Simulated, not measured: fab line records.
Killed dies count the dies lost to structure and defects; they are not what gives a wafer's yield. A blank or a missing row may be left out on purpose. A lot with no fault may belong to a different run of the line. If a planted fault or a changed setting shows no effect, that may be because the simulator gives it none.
Chamber matching | flow n5 finfet | 4 sister chambers for N5_SD_EPI_P_DESCUM_14 on rie diel-01
The step chemistry O2, time 7.9 s. 4 wafers are shown with their chamber, then 7 later ones without.

WAFERS, EACH WITH ITS CHAMBER
wafer  | chamber | showerhead plenum p Torr (Torr)
L082.6 | 1       | 1.98
L083.2 | 0       | 2.12
L085.1 | 2       | 2.05
L085.4 | 3       | 1.99

WAFERS MISSING THEIR CHAMBER
wafer  | showerhead plenum p Torr (Torr)
L085.5 | 1.98
L090.4 | 2.11
L090.5 | 2.11
L090.6 | 1.97
L096.2 | 1.97
L096.4 | 1.99
L096.5 | 2.04

THE CHAMBER EACH PASSED THROUGH
wafer  | from the rows above     | in truth
L085.5 | can't be placed: 1 or 3 | 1
L090.4 | 0                       | 0
L090.5 | 0                       | 0
L090.6 | can't be placed: 1 or 3 | 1
L096.2 | can't be placed: 1 or 3 | 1
L096.4 | can't be placed: 3 or 1 | 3
L096.5 | 2                       | 2
Placed correctly: 3 of 7. Unplaceable from these rows: 4, with the true chamber sitting among the candidates in 4. Number placed wrongly: 0.
How it was worked out, from the rows above alone: a wafer's distance from a chamber is the root of the sum, over the readings, of the square of ((its reading less the chamber's mean) divided by the reading's scatter). If the next closest chamber is less than 2 further off than the closest, the wafer can't be placed; otherwise it belongs to the closest. A chamber's mean is the mean of its shown wafers. The scatter (one wafer shown for each chamber): square how far every hidden wafer sits from the nearest shown wafer, average those squares and take the square root.
